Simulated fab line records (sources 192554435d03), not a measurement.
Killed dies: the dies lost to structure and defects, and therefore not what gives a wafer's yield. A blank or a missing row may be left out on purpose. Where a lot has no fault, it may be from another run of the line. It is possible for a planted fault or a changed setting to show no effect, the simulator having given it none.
Chamber matching / flow n5_finfet / N5_BEOL_M8_CURE_74 on uv_cure-02: 3 sister chambers
The step cures SiCOH lowk, time 240 s. 6 wafers are shown with their chamber, then 12 later ones without.

WAFERS PAIRED WITH THEIR CHAMBERS
wafer=L074.4; chamber=2; wafer_temp_C_max=386.8; lamp_power_pct (%)=52.33
wafer=L074.6; chamber=2; wafer_temp_C_max=386.8; lamp_power_pct (%)=52.31
wafer=L087.3; chamber=1; wafer_temp_C_max=386.8; lamp_power_pct (%)=52.45
wafer=L087.4; chamber=1; wafer_temp_C_max=386.5; lamp_power_pct (%)=52.40
wafer=L088.2; chamber=0; wafer_temp_C_max=386.9; lamp_power_pct (%)=52.44
wafer=L088.3; chamber=0; wafer_temp_C_max=387.3; lamp_power_pct (%)=52.33

WAFERS MISSING THEIR CHAMBER
wafer=L088.4; wafer_temp_C_max=386.7; lamp_power_pct (%)=52.35
wafer=L088.5; wafer_temp_C_max=386.7; lamp_power_pct (%)=52.29
wafer=L088.6; wafer_temp_C_max=387.5; lamp_power_pct (%)=52.27
wafer=L093.2; wafer_temp_C_max=387.0; lamp_power_pct (%)=52.35
wafer=L093.3; wafer_temp_C_max=387.1; lamp_power_pct (%)=52.27
wafer=L093.6; wafer_temp_C_max=386.8; lamp_power_pct (%)=52.35
wafer=L095.2; wafer_temp_C_max=386.1; lamp_power_pct (%)=52.31
wafer=L095.4; wafer_temp_C_max=387.3; lamp_power_pct (%)=52.25
wafer=L095.5; wafer_temp_C_max=386.7; lamp_power_pct (%)=52.30
wafer=L097.3; wafer_temp_C_max=387.2; lamp_power_pct (%)=52.37
wafer=L097.4; wafer_temp_C_max=386.9; lamp_power_pct (%)=52.26
wafer=L097.6; wafer_temp_C_max=386.6; lamp_power_pct (%)=52.32

WHICH CHAMBER EACH WENT THROUGH
wafer=L088.4; from the rows above=can't be placed: 2 or 1 or 0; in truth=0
wafer=L088.5; from the rows above=can't be placed: 2 or 1 or 0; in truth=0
wafer=L088.6; from the rows above=can't be placed: 0 or 2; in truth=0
wafer=L093.2; from the rows above=can't be placed: 0 or 2 or 1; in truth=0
wafer=L093.3; from the rows above=can't be placed: 2 or 0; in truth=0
wafer=L093.6; from the rows above=can't be placed: 2 or 0 or 1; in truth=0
wafer=L095.2; from the rows above=can't be placed: 2 or 1 or 0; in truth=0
wafer=L095.4; from the rows above=can't be placed: 2 or 0 or 1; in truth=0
wafer=L095.5; from the rows above=can't be placed: 2 or 1 or 0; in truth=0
wafer=L097.3; from the rows above=can't be placed: 0 or 2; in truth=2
wafer=L097.4; from the rows above=can't be placed: 2 or 0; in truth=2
wafer=L097.6; from the rows above=can't be placed: 2 or 1 or 0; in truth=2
Correct placement for 0 of the 12. Can't be placed from these rows: 12 (the true chamber is among the candidates in 12). 0 placed wrongly.
How it was worked out, from the rows above alone: a wafer's distance from a chamber is the root of the sum, over the readings, of the square of ((its reading less the chamber's mean) divided by the reading's scatter). If the next closest chamber is less than 2 further off than the closest, the wafer can't be placed; otherwise it belongs to the closest. Each chamber's mean is taken over the wafers shown for it. The scatter: take each reading less its chamber's mean, square it, sum over the shown wafers, divide by the number of wafers less the number of chambers, and take the root.
